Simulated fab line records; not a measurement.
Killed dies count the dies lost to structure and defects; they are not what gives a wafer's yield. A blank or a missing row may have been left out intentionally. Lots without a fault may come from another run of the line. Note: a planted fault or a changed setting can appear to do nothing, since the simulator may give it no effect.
Chamber matching	flow n5Finfet	4 sister chambers for N5_BEOL_M0_ETCH_109 on rieDiel-04
The step etches SiCN in CH3F/O2, target depth 8 nm, overetch 2.4 nm, time 27.4 s. 16 wafers are shown with their chamber, then 8 later ones without.

WAFERS WITH THEIR CHAMBER
wafer	chamber	showerheadPlenumPTorr (Torr)	throttleValvePct (%)	oesProductAu (a.u.)
L076.3	2	2.04	15.98	0.77
L076.5	1	1.92	16.24	0.69
L076.6	2	2.04	15.99	0.79
L077.1	1	1.92	16.24	0.66
L077.2	2	2.04	15.98	0.78
L077.6	0	1.97	16.23	0.76
L082.4	0	1.97	16.22	0.75
L082.5	2	2.03	16.00	0.77
L082.6	1	1.92	16.28	0.66
L083.3	0	1.97	16.24	0.77
L083.4	1	1.92	16.27	0.67
L083.6	0	1.97	16.22	0.76
L086.1	0	1.96	16.25	0.73
L086.2	2	2.03	16.03	0.75
L086.3	3	2.05	16.36	0.71
L087.1	1	1.91	16.29	0.66

SIGNATURES (means of the wafers above)
reading	chamber 0	chamber 1	chamber 2	chamber 3	scatter within a chamber
showerheadPlenumPTorr	1.9680	1.9180	2.0360	2.0500	0.00483
throttleValvePct	16.2320	16.2640	15.9960	16.3600	0.0194
oesProductAu	0.7540	0.6680	0.7720	0.7100	0.0144
Rule: a wafer's distance from a chamber is the root of the sum, over the readings, of the square of ((its reading less the chamber's mean) divided by the reading's scatter). The wafer belongs to the nearest chamber; if the next one is less than 2 further off, it can't be placed. The scatter: the root of (the sum of the squares of (reading less its chamber's mean) over the shown wafers, divided by (wafers less chambers)).

WAFERS WHOSE CHAMBER IS MISSING
wafer	showerheadPlenumPTorr (Torr)	throttleValvePct (%)	oesProductAu (a.u.)
L087.4	2.03	16.02	0.75
L087.5	2.03	16.01	0.76
L090.2	1.91	16.30	0.63
L090.4	2.03	16.01	0.73
L090.6	1.91	16.32	0.64
L093.2	2.05	16.37	0.72
L093.4	1.96	16.29	0.73
L093.5	1.96	16.30	0.72

WHICH CHAMBER EACH WENT THROUGH
wafer	from the rows above	in truth
L087.4	2	2
L087.5	2	2
L090.2	1	1
L090.4	2	2
L090.6	1	1
L093.2	3	3
L093.4	0	0
L093.5	0	0
Correctly placed: 8 of 8. From these rows, 0 cannot be placed. Placed wrongly: 0.
